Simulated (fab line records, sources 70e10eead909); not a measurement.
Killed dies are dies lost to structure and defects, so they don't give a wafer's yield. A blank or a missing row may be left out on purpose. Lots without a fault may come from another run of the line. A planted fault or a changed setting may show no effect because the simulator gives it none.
fab line records | flow nand_harc
record lots=6 wafers=18 last_day=33
route steps=1302 shown P_GATE@133
lots that met no fault: from a run of the same line without faults
start_h: hours from the record's first day to the start of the lot's first wafer shown | wait_h: hours since the lot's step before | " the same as in the row above | L1.1+2: a row that stands for several wafers | - no value, or no start given | * or withheld: withheld | < > ~ a bound
route shown NAME@n: a module of which the file shows steps, and the number in the route of the first | usual: mean/standard deviation of fault-free wafers | same: alike in all rows | chamber/n: place in a boat | sites: the reading at each site | _std_site: their standard deviation | _edge_site: outer sites' mean less inner sites' | radius_mm: how far each site lies from the wafer's centre | mask NAME#n: copy n | behind: the tool/chamber that last shaped the wafer | hold: why the lot was held/for how many hours/how that ended | device: the transistor (n, p or np) that didn't switch | end of line: the same wafers' tests at the end of the route | a step without rows: its recipe alone | killed: dies lost to structure and defects at the first sort, not the wafer's yield | map: a wafer's dies, x killed, . not, _ none there
set.NAME: the setting as run; set.NAME@STEP: as run at that earlier step | model.NAME: the simulator's own value behind a step, which no gauge read
lots at some steps of the route; a table a step, a row a wafer
services: from which hour (start_h, from the record's first day; less than 0 if before it) a tool's chamber was out of use, for how many hours, and why
## steps
# step NHARC_P_GATE_DEHYDRATE_18
# recipe temp_c=150 time_s=120
# step NHARC_P_GATE_HMDS_19
# recipe time_s=30
# step NHARC_P_GATE_COAT_20
# recipe spin_rpm=1500 resist_thk_nm=90
# step NHARC_P_GATE_SOFTBAKE_21
# recipe temp_c=105 time_s=55
# step NHARC_P_GATE_EBR_22
# step NHARC_P_GATE_EXPOSE_23
# recipe na=1.35 target_cd_nm=120 dose_mj=93.91 mask_id=P_GATE
# step NHARC_P_GATE_PEB_24
# recipe peb_temp_c=100 peb_time_s=65
# step NHARC_P_GATE_DEVELOP_25
# recipe develop_time_s=35 dev_temp_c=23
# step NHARC_P_GATE_CD_MEAS_26
# recipe target_cd_nm=120 landing_energy_ev=500
# usual cd_nm=119.8/0.55
# columns lot.wafer tool chamber start_h wait_h cd_nm
L958.2 cd_sem-01 0 118.19 - 119.9
L958.3 " 0 " " 120.7
L958.4 " 0 " " 120.3
L964.1 cd_sem-03 0 183.13 - 119.8
L964.4 " 0 " " 120.3
L964.6 " 0 " " 120.5
L965.3 cd_sem-02 0 187.67 - 119.6
L965.5 " 0 " " 119.8
L965.6 " 0 " " 119.3
L974.1 cd_sem-03 0 279.65 - 119.6
L974.3 " 0 " " 119.7
L974.4 " 0 " " 118.7
L975.2 cd_sem-03 0 284.38 - 119.9
L975.3 " 0 " " 120.1
L975.6 " 0 " " 120.8
L977.1 cd_sem-03 0 301.66 - 118.9
L977.4 " 0 " " 119.9
L977.5 " 0 " " 119.1
# step NHARC_P_GATE_OVL_MEAS_27
# usual overlay_x_nm=0.2/0.88 overlay_y_nm=0.1/0.7
# columns lot.wafer tool chamber start_h wait_h overlay_x_nm overlay_y_nm
L958.2 overlay-01 - 118.27 - 0.2 0.5
L958.3 " - " " 0.5 0.8
L958.4 " - " " 0.0 0.7
L964.1 overlay-02 - 183.22 - -0.4 0.3
L964.4 " - " " 0.3 0.1
L964.6 " - " " 0.0 0.5
L965.3 overlay-01 - 187.76 - -0.7 0.0
L965.5 " - " " -0.6 -0.1
L965.6 " - " " -1.0 0.8
L974.1 overlay-02 - 279.74 - 0.6 0.5
L974.3 " - " " 0.8 -0.1
L974.4 " - " " 1.1 0.6
L975.2 overlay-01 - 284.46 - 0.8 1.2
L975.3 " - " " 0.2 1.1
L975.6 " - " " 0.8 1.4
L977.1 overlay-01 - 301.75 - 0.9 -0.1
L977.4 " - " " 1.3 -0.3
L977.5 " - " " 0.6 -0.2
# step NHARC_P_GATE_INSPECT_28
# usual raw_defect_count=6.0/2.7
# columns lot.wafer tool chamber start_h wait_h raw_defect_count
L958.2 defect_inspect-01 - 118.31 0.0 6
L958.3 " - " " 3
L958.4 " - " " 4
L964.1 defect_inspect-02 - 183.25 0.0 4
L964.4 " - " " 11
L964.6 " - " " 10
L965.3 defect_inspect-02 - 187.79 0.0 4
L965.5 " - " " 3
L965.6 " - " " 6
L974.1 defect_inspect-02 - 279.77 0.0 6
L974.3 " - " " 4
L974.4 " - " " 3
L975.2 defect_inspect-02 - 284.50 0.0 6
L975.3 " - " " 6
L975.6 " - " " 4
L977.1 defect_inspect-01 - 301.79 0.0 5
L977.4 " - " " 6
L977.5 " - " " 5
# step NHARC_P_GATE_DESCUM_31
# recipe time_s=3 o2_flow_sccm=200 ar_flow_sccm=0 bias_power_w=0 chemistry=O2
# usual drypump_motor_current_A=5.9/0.47 o2_flow_sccm=200.0/0.63 oes_product_au=1.002/0.0081 rf_vpp_V=57.9/0.88 showerhead_plenum_p_Torr=1.92/0.069 throttle_valve_pct=11.311/0.01
# columns lot.wafer tool chamber start_h wait_h drypump_motor_current_A o2_flow_sccm oes_product_au rf_hours_counter_h rf_vpp_V showerhead_plenum_p_Torr throttle_valve_pct
L958.3 rie_diel-01 0 118.37 0.1 5.5 199.3 0.994 2.0 58.2 1.94 11.293
L958.4 " 1 " " 5.9 199.7 1.006 2.5 59.2 1.94 11.312
L958.2 " 2 " " 5.4 199.9 1.004 2.5 58.2 1.90 11.288
L964.1 rie_diel-01 2 183.32 0.1 5.4 200.4 0.999 8.2 57.3 1.90 11.309
L964.4 " 0 " " 5.5 200.4 0.993 5.8 57.3 1.94 11.311
L964.6 " 1 " " 6.0 200.7 1.008 - 57.6 1.93 11.283
L965.3 rie_diel-01 0 187.87 0.1 5.5 199.2 1.010 6.0 57.9 1.94 11.308
L965.6 " 2 " " 5.4 200.3 1.002 - 57.9 1.90 11.309
L965.5 " 3 " " 6.3 199.7 1.015 - 59.6 1.97 11.312
L974.3 rie_diel-07 1 279.84 0.1 6.5 199.6 1.007 9.3 57.7 1.85 11.308
L974.1 " 2 " " 5.7 199.7 1.023 9.4 58.5 2.04 11.330
L974.4 " 2 " " 5.7 199.8 1.018 - 57.5 2.04 11.322
L975.2 rie_diel-13 2 284.57 0.1 5.6 200.2 0.992 4.5 59.1 1.87 11.307
L975.3 " 0 " " 5.7 200.0 1.006 4.0 57.1 1.80 11.302
L975.6 " 2 " " 5.6 200.7 0.999 - 58.6 1.87 11.318
L977.4 rie_diel-13 1 301.85 0.1 6.8 200.4 1.009 4.5 57.2 1.98 11.317
L977.1 " 0 " " 5.8 199.7 0.997 4.3 57.0 1.80 11.306
L977.5 " 2 " " 5.5 200.0 0.996 - 56.2 1.87 11.329
# step NHARC_P_GATE_ETCH_104
# recipe target_depth_a=600 time_s=withheld cf4_flow_sccm=100 chf3_flow_sccm=30 ar_flow_sccm=0 rf_w=500 bias_w=200 chemistry=CF4/CHF3
# usual drypump_motor_current_A=5.9/0.47 oes_product_au=0.949/0.02 rf_fwd_power_W=492.6/2.6 rf_vpp_V=370.9/2.1 showerhead_plenum_p_Torr=1.58/0.055 throttle_valve_pct=16.803/0.0095
# columns lot.wafer tool chamber start_h wait_h drypump_motor_current_A oes_product_au rf_fwd_power_W rf_vpp_V showerhead_plenum_p_Torr throttle_valve_pct model.P_GATE.cd_nm
L958.4 rie_diel-01 2 118.46 0.1 5.4 0.934 495.4 368.0 1.56 16.801 120.5
L958.2 " 0 " " 5.5 0.943 496.4 371.7 1.60 16.805 120.7
L958.3 " 1 " " 5.9 0.938 494.8 372.9 1.59 16.799 121.1
L964.1 rie_diel-01 0 183.41 0.1 5.5 0.940 493.9 374.1 1.60 16.802 120.9
L964.4 " 1 " " 5.9 0.946 491.0 370.9 1.59 16.806 120.7
L964.6 " 2 " " 5.4 0.705 294.2 370.4 1.56 16.801 122.3
L965.3 rie_diel-01 2 187.95 0.1 5.4 0.731 291.3 369.0 1.56 16.787 121
L965.6 " 0 " " 5.5 0.968 495.0 372.5 1.60 16.795 119.2
L965.5 " 1 " " 6.0 0.980 492.7 371.8 1.59 16.808 119.7
L974.3 rie_diel-07 1 279.94 0.1 6.4 0.963 490.2 369.7 1.53 16.806 119.2
L974.1 " 2 " " 5.7 0.971 487.2 373.9 1.67 16.792 119.3
L974.4 " 2 " " 5.7 0.969 489.9 374.6 1.67 16.799 118.6
L975.2 rie_diel-13 3 284.64 0.1 6.0 0.973 493.5 373.7 1.64 16.807 120.2
L975.3 " 0 " " 5.8 0.970 493.4 367.1 1.49 16.812 120.1
L975.6 " 0 " " 5.8 0.987 494.5 368.2 1.49 16.792 120.4
L977.1 rie_diel-13 0 301.93 0.1 5.8 0.932 494.8 367.4 1.49 16.813 118.7
L977.4 " 1 " " 6.8 0.942 490.8 373.1 1.63 16.804 120.3
L977.5 " 1 " " 6.8 0.935 491.2 372.2 1.63 16.807 119.4
# step NHARC_P_GATE_HM_OPEN_105
# recipe target_depth_a=3600 o2_flow_sccm=400 cos_flow_sccm=20 ar_flow_sccm=0 rf_w=500 bias_w=300 chemistry=O2/COS
# usual drypump_motor_current_A=5.9/0.46 o2_flow_sccm=400.0/1.3 oes_product_au=1.001/0.007 rf_vpp_V=467.5/2.4 showerhead_plenum_p_Torr=3.14/0.11 throttle_valve_pct=28.331/0.009
# columns lot.wafer tool chamber start_h wait_h drypump_motor_current_A o2_flow_sccm oes_product_au rf_hours_counter_h rf_vpp_V showerhead_plenum_p_Torr throttle_valve_pct
L958.2 rie_diel-01 0 - - 5.5 401.8 1.002 2.1 468.3 3.17 28.330
L958.4 " 1 " " 6.0 399.9 0.998 2.6 468.2 3.16 28.323
L958.3 " 2 " " 5.4 397.6 0.992 2.6 466.3 3.10 28.326
L964.4 rie_diel-01 3 - - 6.3 401.7 0.994 7.0 469.6 3.21 28.326
L964.1 " 1 " " 5.9 400.5 0.997 7.9 467.5 3.15 28.322
L964.6 " 0 " " 5.5 401.9 0.990 - 467.0 3.17 28.329
L965.3 rie_diel-01 2 - - 5.4 402.8 1.002 8.4 465.4 3.10 28.330
L965.5 " 3 " " 6.3 401.8 1.004 - 468.9 3.21 28.346
L965.6 " 0 " " 5.5 401.1 0.993 - 469.8 3.17 28.330
L974.3 rie_diel-07 1 - - 6.5 400.7 1.006 9.4 465.9 3.03 28.337
L974.1 " 2 " " 5.7 398.7 1.005 9.5 469.4 3.32 28.337
L974.4 " 2 " " 5.7 397.7 1.011 - 470.6 3.32 28.321
L975.2 rie_diel-13 3 - - 6.0 397.1 0.992 4.3 469.7 3.25 28.320
L975.3 " 1 " " 6.7 398.4 1.006 4.3 469.2 3.23 28.316
L975.6 " 0 " " 5.7 399.6 1.011 - 463.0 2.95 28.338
L977.1 rie_diel-13 1 - - 6.8 401.0 1.006 4.5 469.6 3.23 28.340
L977.4 " 2 " " 5.6 401.7 1.000 4.7 465.4 3.05 28.337
L977.5 " 1 " " 6.9 400.9 1.009 - 468.0 3.23 28.331
## services
# columns tool chamber start_h hours kind
rie_diel-13 - 104.55 0.9 repair
rie_diel-01 0 105.87 6.0 repair
rie_diel-07 0 108.30 6.7 repair
rie_diel-01 - 108.52 0.1 repair
rie_diel-01 1 109.30 - clean
rie_diel-01 2 109.30 - clean
rie_diel-01 3 109.30 - clean
rie_diel-07 - 117.20 9.0 pm
rie_diel-01 0 133.80 - clean
rie_diel-01 1 133.80 - clean
rie_diel-01 2 133.80 - clean
rie_diel-01 3 133.80 - clean
rie_diel-01 0 151.15 4.3 repair
rie_diel-13 0 155.29 5.9 repair
rie_diel-13 - 165.00 9.0 pm
rie_diel-07 2 199.57 6.0 repair
rie_diel-01 - 203.80 9.0 pm
rie_diel-13 3 239.38 8.2 repair
rie_diel-07 1 246.61 10.3 repair
rie_diel-13 2 252.45 1.2 repair
rie_diel-13 0 254.60 7.8 repair
rie_diel-07 0 269.96 5.8 repair
rie_diel-07 3 278.54 36.4 repair
rie_diel-07 - 294.20 9.0 pm
## key
first_sign step=NHARC_P_GATE_ETCH_104 reading=rf_fwd_power_W direction=down sigmas=76 usual=* struck=*
effect step=NHARC_P_GATE_ETCH_104 reading=oes_product_au direction=down sigmas=12 usual=0.949 struck=0.718
model_effect step=NHARC_P_GATE_ETCH_104 value=P_GATE.cd_nm without=120.3 struck=121.6
met_at NHARC_P_GATE_ETCH_104
struck_wafers L964.6,L965.3
tester_left_out L964,L965
onset_between 118.46 183.41
fault kind=process_parameter_drift tool=rie_diel-01 chamber=2 onset_h=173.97 steps=NHARC_P_GATE_ETCH_104 channel=rf_w offset=* shape=step end_h=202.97 acts_in=* stated=*
# tester_left_out: of these lots the tester's yield and bins aren't shown, on N5 and GAA mostly nor the transistor test; their killed dies are dies lost to structure and defects alone, not to doping, threshold or leakage, so they don't give the yield
